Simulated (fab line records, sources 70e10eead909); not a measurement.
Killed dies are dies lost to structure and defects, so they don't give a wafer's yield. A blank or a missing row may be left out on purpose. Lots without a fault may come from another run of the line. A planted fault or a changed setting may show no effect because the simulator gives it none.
Which tool did it? | flow nand_harc | 6 lots, 18 wafers sampled, at 5 steps of a route of 1159

WHAT THE GAUGES READ, wafer by wafer
NHARC_END_SORT_01.
lot  | measured     | on        | killed_at_array
L194 | day 23 20:34 | prober-02 | 27 29 42

WHICH TOOL RAN EACH LOT (tool, then ch and the chambers of the sampled wafers, then the start)
lot  | NHARC_P_GATE_HM_DEP_102       | NHARC_THIN_TSV_ETCHBACK_48         | NHARC_THIN_TSV_PVD_19                   | NHARC_THIN_TSV_PVD_51
L180 | acl_dep-03 ch 0, day 4 14:14  | rie_diel-10 ch 0,1, day 19 03:34   | pvd_sputter-03, no start                | pvd_sputter-03, no start
L182 | acl_dep-01 ch 0, day 5 05:12  | rie_diel-07 ch 1,3, day 19 04:46   | pvd_sputter-02, no start                | pvd_sputter-02, no start
L192 | acl_dep-01 ch 0, day 7 23:05  | rie_diel-08 ch 0,1,2, day 21 18:10 | pvd_sputter-02, no start                | pvd_sputter-02, no start
L194 | acl_dep-01 ch 0, day 8 06:23  | rie_diel-08 ch 0,1,3, day 23 02:44 | pvd_sputter-01, day 23 20:34 or earlier | pvd_sputter-01, day 23 20:34 or earlier
L198 | acl_dep-01 ch 0, day 9 05:02  | rie_diel-07 ch 1,2, day 23 04:11   | pvd_sputter-03, no start                | pvd_sputter-03, no start
L203 | acl_dep-02 ch 0, day 10 08:43 | rie_diel-07 ch 0,2, day 24 10:26   | pvd_sputter-01, no start                | pvd_sputter-01, no start
- NHARC_P_GATE_HM_DEP_102: deposits aC, target thk 120 nm.
- NHARC_THIN_TSV_ETCHBACK_48: etches the open film in C4F8/Ar, target depth 1028.5 nm, time 405.17 s.
- NHARC_THIN_TSV_PVD_19: deposits TaN, target thk 20 nm.
- NHARC_THIN_TSV_PVD_51: deposits Cu, target thk 100 nm.

THE ANSWER, worked out from the rows above alone
Rule: what is usual is taken from the lots themselves. Put in order of their means at a reading, lots are off if they are a third of the lots or fewer, leave a main group of 4 or more, and stand apart from it by a gap of 3 or more times the standard deviation of the main group's means; of several such gaps the widest counts. A main group whose means are all the same, to the digits that the tables above print for the reading, isn't used. A lot without any number at a reading at which 4 lots or more have one is off too. The other lots that the step has rows for count as sound.
No lot is off at any reading shown: from this, nothing can be told.

WHAT THE SIMULATOR HAD PUT IN
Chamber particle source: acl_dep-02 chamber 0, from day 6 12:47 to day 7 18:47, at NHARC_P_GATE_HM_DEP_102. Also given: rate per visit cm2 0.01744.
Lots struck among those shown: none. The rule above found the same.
